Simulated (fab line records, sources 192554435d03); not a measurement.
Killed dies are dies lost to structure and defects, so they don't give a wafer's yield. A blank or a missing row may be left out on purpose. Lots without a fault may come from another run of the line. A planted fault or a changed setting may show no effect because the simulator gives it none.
Which tool did it? | flow n5_finfet | 13 lots, 38 wafers sampled, at 4 steps of a route of 1938

WHAT THE GAUGES READ, wafer by wafer
N5_ZERO_LAYER_CD_MEAS_11: target cd 2000 nm. Usual: cd_nm 2000.4 nm, standard deviation 1.9.
lot  | measured    | on        | cd_nm (nm)           | flag
L826 | day 1 12:46 | cd_sem-01 | 2001.2 2000.9 2003.3 |
L827 | day 1 18:38 | cd_sem-03 | 2001.0 1997.7 2002.5 |
L828 | day 2 00:48 | cd_sem-03 | 2001.5 2001.6 2001.5 |
L830 | day 2 12:49 | cd_sem-02 | 1998.7 2001.6 1999.8 |
L831 | day 2 18:51 | cd_sem-03 | 1995.9 1998.2 2000.1 |
L832 | day 3 00:50 | cd_sem-01 | 2003.6 2004.0 2005.3 |
L833 | day 3 06:50 | cd_sem-03 | 1999.7 1999.2 2001.4 |
L837 | day 4 06:38 | cd_sem-02 | 1999.3 2002.1        |
L838 | day 4 12:46 | cd_sem-03 | 1999.0 2000.2 2002.6 |
L840 | day 5 00:39 | cd_sem-01 | 2001.7 2002.6 2003.8 |
L841 | day 5 06:46 | cd_sem-02 | 2002.3 1999.5 2001.7 |
L842 | day 5 12:38 | cd_sem-01 | 1997.8 1999.5 2000.6 |
L849 | day 7 06:46 | cd_sem-02 | 1999.3 2000.6 2001.1 |

N5_WELL_APT_INSPECT_10: inspects for defects (macro). Usual: raw_defect_count 2.0, standard deviation 1.3.
lot  | measured    | on                | raw_defect_count | flag
L826 | day 1 13:54 | defect_inspect-02 | 4 0 4            |
L827 | day 1 19:44 | defect_inspect-01 | 4 2 3            |
L828 | day 2 01:46 | defect_inspect-01 | 2 4 3            |
L830 | day 2 13:47 | defect_inspect-01 | 0 2 3            |
L831 | day 2 19:58 | defect_inspect-01 | 2 3 3            |
L832 | day 3 01:49 | defect_inspect-01 | 4 2 5            |
L833 | day 3 08:10 | defect_inspect-01 | 3 1 0            |
L837 | day 4 07:37 | defect_inspect-02 | 2 1              |
L838 | day 4 13:59 | defect_inspect-01 | 2 1 3            |
L840 | day 5 01:38 | defect_inspect-01 | 4 3 2            |
L841 | day 5 07:44 | defect_inspect-01 | 1 2 3            |
L842 | day 5 13:42 | defect_inspect-02 | 3 2 1            |
L849 | day 7 07:53 | defect_inspect-02 | 1 1 4            |

N5_WELL_APT_OVL_MEAS_26. Usual: PWELL_OVL -8 nm, standard deviation 6.1.
lot  | measured    | on         | PWELL_OVL (nm) | flag
L826 | day 1 15:10 | overlay-02 | -2 -2 -2       |
L827 | day 1 20:58 | overlay-02 | -12 -8 -12     |
L828 | day 2 02:53 | overlay-01 | -18 -8 -13     |
L830 | day 2 15:02 | overlay-02 | 34 31 38       | OFF
L831 | day 2 21:07 | overlay-01 | 36 36 45       | OFF
L832 | day 3 03:02 | overlay-02 | 36 44 37       | OFF
L833 | day 3 09:26 | overlay-02 | 37 43 40       | OFF
L837 | day 4 08:50 | overlay-01 | 6 -2           |
L838 | day 4 15:05 | overlay-02 | -14 -12 -10    |
L840 | day 5 02:58 | overlay-02 | -9 -10 -15     |
L841 | day 5 08:50 | overlay-02 | -4 -5 -6       |
L842 | day 5 14:47 | overlay-02 | -7 -12 -9      |
L849 | day 7 09:06 | overlay-02 | -7 -1 0        |

WHICH TOOL RAN EACH LOT (tool, then ch and the chambers of the sampled wafers, then the start)
lot  | N5_WELL_APT_EXPOSE_22
L826 | krf_scanner-01 ch 0, day 1 14:58
L827 | krf_scanner-02 ch 0, day 1 20:46
L828 | krf_scanner-02 ch 0, day 2 02:40
L830 | krf_scanner-02 ch 0, day 2 14:50
L831 | krf_scanner-02 ch 0, day 2 20:55
L832 | krf_scanner-02 ch 0, day 3 02:51
L833 | krf_scanner-02 ch 0, day 3 09:14
L837 | krf_scanner-01 ch 0, day 4 08:38
L838 | krf_scanner-01 ch 0, day 4 14:53
L840 | krf_scanner-01 ch 0, day 5 02:47
L841 | krf_scanner-01 ch 0, day 5 08:38
L842 | krf_scanner-01 ch 0, day 5 14:35
L849 | krf_scanner-01 ch 0, day 7 08:54
- N5_WELL_APT_EXPOSE_22: exposes mask PWELL, defocus 0 nm, target cd 200 nm.

WHAT THE TOOLS THEMSELVES READ (means of the sampled wafers that have a number; where no wafer has one, the mark that the record gives instead)
The record holds no such reading with a usual standard deviation.

THE ANSWER, worked out from the rows above alone
Rule: a lot is off if the mean of its wafers that have a number lies more than 3 standard deviations from the usual mean. A lot without any number at a reading at which 4 lots or more have one is off too. The other lots that the step has rows for count as sound. The gauges are gone through in route order, then the tools' own readings, and for those a lot's mean is taken as printed above. The first step at which some lot is off is used, and at that step the reading that is off furthest; a lot without a number counts as furthest.
Off: L830, L831, L832, L833, at N5_WELL_APT_OVL_MEAS_26 (PWELL_OVL).
A tool fits if, at a process step before that reading, it ran every lot that is off, and no sound lot after the first of them. The gauges at N5_WELL_APT_OVL_MEAS_26 are tried like those tools. One fits: krf_scanner-02 at N5_WELL_APT_EXPOSE_22. Its last sound lot is L828 (day 2 02:40), its first lot that is off L830 (day 2 14:50): a fault that began between those two fits.

WHAT THE SIMULATOR HAD PUT IN
Scanner matching overlay: krf_scanner-02, from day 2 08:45 on, at N5_WELL_APT_EXPOSE_22. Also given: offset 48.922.
Lots struck among those shown: L830, L831, L832, L833. The rule above found the same.
